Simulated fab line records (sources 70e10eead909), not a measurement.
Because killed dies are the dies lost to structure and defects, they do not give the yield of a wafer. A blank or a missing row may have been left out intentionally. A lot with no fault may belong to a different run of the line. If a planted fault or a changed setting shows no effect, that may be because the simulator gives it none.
fab line records / flow nand-harc
record lots=14 wafers=42 last-day=32
route steps=1302 shown A_ZERO_WELL@412 A_ONON_D1@426 END@1302
lots that met no fault: taken from a fault-free run of the same line
start-h: the number of hours between the record's first day and the start of the first shown wafer of the lot / wait-h: hours from the lot's prior step to this one / " identical to the entry in the row above / L1.1+2: a row that stands for several wafers / - no value present, or no start provided / * or withheld: withheld / < > ~ a bound
route shown NAME@n: NAME is a module with steps in the file, n the number in the route of the first one / usual: mean and standard deviation over wafers with no fault / same: alike in all rows / chamber/n: place in a boat / sites: readings site by site / _std_site: their standard deviation / _edge_site: outer sites' mean less inner sites' / radius-mm: for every site, how far away it sits from the centre of the wafer / mask NAME#n: copy n / behind: the most recent tool/chamber to have shaped the wafer / hold: reason for holding the lot/hours on hold/outcome of the hold / device: the transistor (n, p or np) that didn't switch / end of line: the tests these same wafers got at the end of their route / for a step that has no rows: nothing shown but its recipe / killed: the dies lost at the first sort to structure and to defects; this is not the yield of the wafer / map: dies across one wafer; x = killed, . = not, _ = none there
set.NAME: the setting the step ran with; set.NAME@STEP: the setting that earlier step ran with / model.NAME: the simulator's own value behind a step, which no gauge read
steps of the route over a sample of lots; a table a step, a row a wafer
services: from which hour (start-h, from the record's first day; less than 0 if before it) a tool's chamber was out of use, for how many hours, and why
## steps
# step NHARC_A_ZERO_WELL_INSPECT_17
# usual raw-defect-count=10/5.1
lot.wafer=L175.1 tool=defect-inspect-02 chamber=- start-h=142.73 wait-h=0.2 raw-defect-count=12
lot.wafer=L175.3 tool=defect-inspect-02 chamber=- start-h=142.73 wait-h=0.2 raw-defect-count=9
lot.wafer=L175.5 tool=defect-inspect-02 chamber=- start-h=142.73 wait-h=0.2 raw-defect-count=19
lot.wafer=L177.1 tool=defect-inspect-02 chamber=- start-h=156.18 wait-h=0.2 raw-defect-count=4
lot.wafer=L177.4 tool=defect-inspect-02 chamber=- start-h=156.18 wait-h=0.2 raw-defect-count=1
lot.wafer=L177.6 tool=defect-inspect-02 chamber=- start-h=156.18 wait-h=0.2 raw-defect-count=5
lot.wafer=L181.2 tool=defect-inspect-02 chamber=- start-h=200.43 wait-h=0.1 raw-defect-count=4
lot.wafer=L181.4 tool=defect-inspect-02 chamber=- start-h=200.43 wait-h=0.1 raw-defect-count=2
lot.wafer=L181.6 tool=defect-inspect-02 chamber=- start-h=200.43 wait-h=0.1 raw-defect-count=5
lot.wafer=L184.1 tool=defect-inspect-01 chamber=- start-h=229.14 wait-h=0.2 raw-defect-count=10
lot.wafer=L184.2 tool=defect-inspect-01 chamber=- start-h=229.14 wait-h=0.2 raw-defect-count=3
lot.wafer=L184.3 tool=defect-inspect-01 chamber=- start-h=229.14 wait-h=0.2 raw-defect-count=10
lot.wafer=L185.2 tool=defect-inspect-01 chamber=- start-h=242.04 wait-h=0.1 raw-defect-count=5
lot.wafer=L185.3 tool=defect-inspect-01 chamber=- start-h=242.04 wait-h=0.1 raw-defect-count=5
lot.wafer=L185.6 tool=defect-inspect-01 chamber=- start-h=242.04 wait-h=0.1 raw-defect-count=3
lot.wafer=L188.2 tool=defect-inspect-01 chamber=- start-h=269.22 wait-h=0.1 raw-defect-count=10
lot.wafer=L188.3 tool=defect-inspect-01 chamber=- start-h=269.22 wait-h=0.1 raw-defect-count=8
lot.wafer=L188.6 tool=defect-inspect-01 chamber=- start-h=269.22 wait-h=0.1 raw-defect-count=12
lot.wafer=L190.3 tool=defect-inspect-02 chamber=- start-h=286.54 wait-h=0.1 raw-defect-count=15
lot.wafer=L190.4 tool=defect-inspect-02 chamber=- start-h=286.54 wait-h=0.1 raw-defect-count=10
lot.wafer=L190.5 tool=defect-inspect-02 chamber=- start-h=286.54 wait-h=0.1 raw-defect-count=8
lot.wafer=L191.2 tool=defect-inspect-02 chamber=- start-h=306.68 wait-h=0.1 raw-defect-count=21
lot.wafer=L191.3 tool=defect-inspect-02 chamber=- start-h=306.68 wait-h=0.1 raw-defect-count=11
lot.wafer=L191.6 tool=defect-inspect-02 chamber=- start-h=306.68 wait-h=0.1 raw-defect-count=3
lot.wafer=L192.1 tool=defect-inspect-02 chamber=- start-h=309.37 wait-h=0.2 raw-defect-count=8
lot.wafer=L192.4 tool=defect-inspect-02 chamber=- start-h=309.37 wait-h=0.2 raw-defect-count=10
lot.wafer=L192.6 tool=defect-inspect-02 chamber=- start-h=309.37 wait-h=0.2 raw-defect-count=15
lot.wafer=L193.3 tool=defect-inspect-01 chamber=- start-h=319.05 wait-h=0.1 raw-defect-count=11
lot.wafer=L193.4 tool=defect-inspect-01 chamber=- start-h=319.05 wait-h=0.1 raw-defect-count=17
lot.wafer=L193.5 tool=defect-inspect-01 chamber=- start-h=319.05 wait-h=0.1 raw-defect-count=10
lot.wafer=L194.2 tool=defect-inspect-02 chamber=- start-h=331.01 wait-h=0.1 raw-defect-count=16
lot.wafer=L194.3 tool=defect-inspect-02 chamber=- start-h=331.01 wait-h=0.1 raw-defect-count=15
lot.wafer=L194.4 tool=defect-inspect-02 chamber=- start-h=331.01 wait-h=0.1 raw-defect-count=19
lot.wafer=L195.4 tool=defect-inspect-02 chamber=- start-h=348.53 wait-h=0.1 raw-defect-count=13
lot.wafer=L195.5 tool=defect-inspect-02 chamber=- start-h=348.53 wait-h=0.1 raw-defect-count=11
lot.wafer=L195.6 tool=defect-inspect-02 chamber=- start-h=348.53 wait-h=0.1 raw-defect-count=18
lot.wafer=L196.2 tool=defect-inspect-02 chamber=- start-h=360.68 wait-h=0.1 raw-defect-count=12
lot.wafer=L196.4 tool=defect-inspect-02 chamber=- start-h=360.68 wait-h=0.1 raw-defect-count=8
lot.wafer=L196.5 tool=defect-inspect-02 chamber=- start-h=360.68 wait-h=0.1 raw-defect-count=9
lot.wafer=L197.1 tool=defect-inspect-02 chamber=- start-h=362.99 wait-h=0.2 raw-defect-count=4
lot.wafer=L197.4 tool=defect-inspect-02 chamber=- start-h=362.99 wait-h=0.2 raw-defect-count=6
lot.wafer=L197.5 tool=defect-inspect-02 chamber=- start-h=362.99 wait-h=0.2 raw-defect-count=10
# step NHARC_A_ONON_D1_DEP_03
# recipe target-thk-a=10000 n2-flow-sccm=2750 n2o-flow-sccm=2000 nh3-flow-sccm=500 sih4-flow-sccm=210 temp-c=400
lot.wafer=L175.1+3+5 tool=pecvd-onon-04 chamber=0 start-h=163.74 wait-h=0.1
lot.wafer=L177.1+4+6 tool=pecvd-onon-04 chamber=0 start-h=178.39 wait-h=0.1
lot.wafer=L181.2+4+6 tool=pecvd-onon-02 chamber=0 start-h=223.14 wait-h=0.1
lot.wafer=L184.1+2+3 tool=pecvd-onon-04 chamber=0 start-h=252.87 wait-h=0.1
lot.wafer=L185.2+3+6 tool=pecvd-onon-04 chamber=0 start-h=262.14 wait-h=0.1
lot.wafer=L188.2+3+6 tool=pecvd-onon-03 chamber=0 start-h=291.40 wait-h=0.1
lot.wafer=L190.3+4+5 tool=pecvd-onon-03 chamber=0 start-h=308.16 wait-h=0.2
lot.wafer=L192.1+4+6 tool=pecvd-onon-02 chamber=0 start-h=328.67 wait-h=0.1
lot.wafer=L191.2+3+6 tool=pecvd-onon-03 chamber=0 start-h=328.74 wait-h=0.1
lot.wafer=L193.3+4+5 tool=pecvd-onon-02 chamber=0 start-h=340.58 wait-h=0.2
lot.wafer=L194.2+3+4 tool=pecvd-onon-04 chamber=0 start-h=351.52 wait-h=0.1
lot.wafer=L195.4+5+6 tool=pecvd-onon-04 chamber=0 start-h=369.68 wait-h=0.2
lot.wafer=L197.1+4+5 tool=pecvd-onon-04 chamber=0 start-h=381.66 wait-h=0.1
lot.wafer=L196.2+4+5 tool=pecvd-onon-02 chamber=0 start-h=381.73 wait-h=0.1
# step NHARC_A_ONON_D1_THK_MEAS_05
# recipe thk-meas-gauge=ellipsometry
# usual thk-nm=1001/9.9
lot.wafer=L175.1 tool=film-metro-02 chamber=- start-h=164.26 wait-h=- thk-nm=994
lot.wafer=L175.3 tool=film-metro-02 chamber=- start-h=164.26 wait-h=- thk-nm=994
lot.wafer=L175.5 tool=film-metro-02 chamber=- start-h=164.26 wait-h=- thk-nm=993
lot.wafer=L177.1 tool=film-metro-02 chamber=- start-h=178.90 wait-h=- thk-nm=994
lot.wafer=L177.4 tool=film-metro-02 chamber=- start-h=178.90 wait-h=- thk-nm=992
lot.wafer=L177.6 tool=film-metro-02 chamber=- start-h=178.90 wait-h=- thk-nm=992
lot.wafer=L181.2 tool=film-metro-01 chamber=- start-h=223.59 wait-h=- thk-nm=1014
lot.wafer=L181.4 tool=film-metro-01 chamber=- start-h=223.59 wait-h=- thk-nm=1014
lot.wafer=L181.6 tool=film-metro-01 chamber=- start-h=223.59 wait-h=- thk-nm=1013
lot.wafer=L184.1 tool=film-metro-01 chamber=- start-h=253.37 wait-h=- thk-nm=1096
lot.wafer=L184.2 tool=film-metro-01 chamber=- start-h=253.37 wait-h=- thk-nm=1096
lot.wafer=L184.3 tool=film-metro-01 chamber=- start-h=253.37 wait-h=- thk-nm=1095
lot.wafer=L185.2 tool=film-metro-02 chamber=- start-h=262.59 wait-h=- thk-nm=1093
lot.wafer=L185.3 tool=film-metro-02 chamber=- start-h=262.59 wait-h=- thk-nm=1091
lot.wafer=L185.6 tool=film-metro-02 chamber=- start-h=262.59 wait-h=- thk-nm=1091
lot.wafer=L188.2 tool=film-metro-02 chamber=- start-h=291.85 wait-h=- thk-nm=1000
lot.wafer=L188.3 tool=film-metro-02 chamber=- start-h=291.85 wait-h=- thk-nm=1002
lot.wafer=L188.6 tool=film-metro-02 chamber=- start-h=291.85 wait-h=- thk-nm=1001
lot.wafer=L190.3 tool=film-metro-02 chamber=- start-h=308.56 wait-h=- thk-nm=1024
lot.wafer=L190.4 tool=film-metro-02 chamber=- start-h=308.56 wait-h=- thk-nm=1026
lot.wafer=L190.5 tool=film-metro-02 chamber=- start-h=308.56 wait-h=- thk-nm=1025
lot.wafer=L192.1 tool=film-metro-02 chamber=- start-h=329.18 wait-h=- thk-nm=993
lot.wafer=L192.4 tool=film-metro-02 chamber=- start-h=329.18 wait-h=- thk-nm=993
lot.wafer=L192.6 tool=film-metro-02 chamber=- start-h=329.18 wait-h=- thk-nm=995
lot.wafer=L191.2 tool=film-metro-01 chamber=- start-h=329.22 wait-h=- thk-nm=981
lot.wafer=L191.3 tool=film-metro-01 chamber=- start-h=329.22 wait-h=- thk-nm=984
lot.wafer=L191.6 tool=film-metro-01 chamber=- start-h=329.22 wait-h=- thk-nm=984
lot.wafer=L193.3 tool=film-metro-01 chamber=- start-h=340.98 wait-h=- thk-nm=1012
lot.wafer=L193.4 tool=film-metro-01 chamber=- start-h=340.98 wait-h=- thk-nm=1013
lot.wafer=L193.5 tool=film-metro-01 chamber=- start-h=340.98 wait-h=- thk-nm=1011
lot.wafer=L194.2 tool=film-metro-01 chamber=- start-h=351.98 wait-h=- thk-nm=1005
lot.wafer=L194.3 tool=film-metro-01 chamber=- start-h=351.98 wait-h=- thk-nm=1005
lot.wafer=L194.4 tool=film-metro-01 chamber=- start-h=351.98 wait-h=- thk-nm=1007
lot.wafer=L195.4 tool=film-metro-01 chamber=- start-h=370.02 wait-h=- thk-nm=999
lot.wafer=L195.5 tool=film-metro-01 chamber=- start-h=370.02 wait-h=- thk-nm=1003
lot.wafer=L195.6 tool=film-metro-01 chamber=- start-h=370.02 wait-h=- thk-nm=1003
lot.wafer=L197.1 tool=film-metro-01 chamber=- start-h=382.17 wait-h=- thk-nm=1002
lot.wafer=L197.4 tool=film-metro-01 chamber=- start-h=382.17 wait-h=- thk-nm=1003
lot.wafer=L197.5 tool=film-metro-01 chamber=- start-h=382.17 wait-h=- thk-nm=1004
lot.wafer=L196.2 tool=film-metro-01 chamber=- start-h=382.18 wait-h=- thk-nm=1005
lot.wafer=L196.4 tool=film-metro-01 chamber=- start-h=382.18 wait-h=- thk-nm=1005
lot.wafer=L196.5 tool=film-metro-01 chamber=- start-h=382.18 wait-h=- thk-nm=1003
# step NHARC_END_SORT_01
# recipe temp-c=25
# usual killed-at-array=56/19 killed-at-other=1.0/1.3 killed-at-periphery=3.8/2.2 killed-dies=61/19 killed-open=3.1/1.9 killed-short=2.3/1.5
# same gross-dies=677
lot.wafer=L184.1 tool=prober-02 chamber=0 start-h=648.30 wait-h=2.4 killed-at-array=674 killed-at-other=0 killed-at-periphery=3 killed-dies=677 killed-open=1 killed-short=0
lot.wafer=L184.2 tool=prober-02 chamber=0 start-h=649.10 wait-h=2.8 killed-at-array=671 killed-at-other=0 killed-at-periphery=6 killed-dies=677 killed-open=1 killed-short=1
lot.wafer=L184.3 tool=prober-02 chamber=0 start-h=649.89 wait-h=3.1 killed-at-array=674 killed-at-other=0 killed-at-periphery=3 killed-dies=677 killed-open=1 killed-short=2
lot.wafer=L185.2 tool=prober-01 chamber=0 start-h=649.16 wait-h=2.8 killed-at-array=670 killed-at-other=2 killed-at-periphery=5 killed-dies=677 killed-open=3 killed-short=2
lot.wafer=L185.3 tool=prober-01 chamber=0 start-h=649.96 wait-h=3.1 killed-at-array=669 killed-at-other=2 killed-at-periphery=6 killed-dies=677 killed-open=3 killed-short=1
lot.wafer=L185.6 tool=prober-01 chamber=0 start-h=652.35 wait-h=4.0 killed-at-array=672 killed-at-other=2 killed-at-periphery=3 killed-dies=677 killed-open=2 killed-short=2
# killed by level:class
L184.1 A_ONON_D1:area-dep=615 A_SLIT:chamber-film-flake=30 A_CHANNEL_HOLE_D1:chamber-film-flake=9 A_CHANNEL_HOLE_D2:chamber-film-flake=8 A_SGD_CUT:chamber-film-flake=4 A_STAIRCASE:chamber-film-flake=3 A_CONTACT:chamber-film-flake=3 P_BONDPAD:chamber-film-flake=2
L184.2 A_ONON_D1:area-dep=615 A_SLIT:chamber-film-flake=26 A_CHANNEL_HOLE_D2:chamber-film-flake=9 A_CHANNEL_HOLE_D1:chamber-film-flake=5 A_STAIRCASE:chamber-film-flake=5 P_BONDPAD:chamber-film-flake=4 A_CONTACT:chamber-film-flake=4 P_ZERO_WELL:chamber-film-flake=2
L185.2 A_ONON_D1:area-dep=612 A_SLIT:chamber-film-flake=25 A_CHANNEL_HOLE_D2:chamber-film-flake=8 A_CHANNEL_HOLE_D1:chamber-film-flake=6 A_CONTACT:chamber-film-flake=5 A_STAIRCASE:chamber-film-flake=4 A_BLC:chamber-film-flake=3 A_ONON_D1:geometric-particle:open=2
L184.3 A_ONON_D1:area-dep=610 A_SLIT:chamber-film-flake=31 A_CHANNEL_HOLE_D2:chamber-film-flake=15 A_CHANNEL_HOLE_D1:chamber-film-flake=5 A_CONTACT:chamber-film-flake=5 A_DECK1_JOINT:chamber-film-flake=2 A_STAIRCASE:chamber-film-flake=2 A_DECK1_JOINT:geometric-particle:open=1
L185.3 A_ONON_D1:area-dep=602 A_SLIT:chamber-film-flake=34 A_CHANNEL_HOLE_D1:chamber-film-flake=11 A_STAIRCASE:chamber-film-flake=7 A_CHANNEL_HOLE_D2:chamber-film-flake=7 A_BLC:chamber-film-flake=3 P_CONTACT:chamber-film-flake=2 A_CONTACT:chamber-film-flake=2
L185.6 A_ONON_D1:area-dep=620 A_SLIT:chamber-film-flake=28 A_CHANNEL_HOLE_D2:chamber-film-flake=8 A_STAIRCASE:chamber-film-flake=5 A_CONTACT:chamber-film-flake=4 THIN_TSV:chamber-film-flake=2 P_M1:geometric-particle:open=1 A_CHANNEL_FILL_D1:geometric-particle:open=1
## services
tool=pecvd-onon-02 chamber=- start-h=185.09 hours=13.0 kind=pm
tool=pecvd-onon-03 chamber=- start-h=227.00 hours=13.0 kind=pm
tool=pecvd-onon-04 chamber=- start-h=311.46 hours=13.0 kind=pm
tool=pecvd-onon-02 chamber=- start-h=366.09 hours=13.0 kind=pm
## key
first-sign step=NHARC_A_ONON_D1_THK_MEAS_05 reading=thk-nm direction=up sigmas=9.4 usual=1001 struck=1094
effect step=NHARC_END_SORT_01 reading=killed-at-array direction=up sigmas=33 usual=56 struck=672
more-kills-born-at NHARC_A_ONON_D1_DEP_03@pecvd-onon-04=3674
met-at NHARC_A_ONON_D1_DEP_03
struck-lots L184,L185
later-rows-left-out L184.1,L184.2,L184.3,L185.2,L185.3,L185.6
tester-left-out L184,L185
not-acting-at NHARC_A_ZERO_WELL_INSPECT_17
onset-between 178.39 252.87
fault kind=process-parameter-drift tool=pecvd-onon-04 chamber=- onset-h=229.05 steps=NHARC_A_ONON_D1_DEP_03 channel=target-thk-a offset=* shape=step end-h=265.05 acts-in=* stated=*
# tester-left-out: of these lots the tester's yield and bins aren't shown, on N5 and GAA mostly nor the transistor test; their killed dies are dies lost to structure and defects alone, not to doping, threshold or leakage, so they don't give the yield
# later-rows-left-out: the simulator's readings of these wafers behind a module that went badly wrong aren't trusted and aren't shown, but for the sort
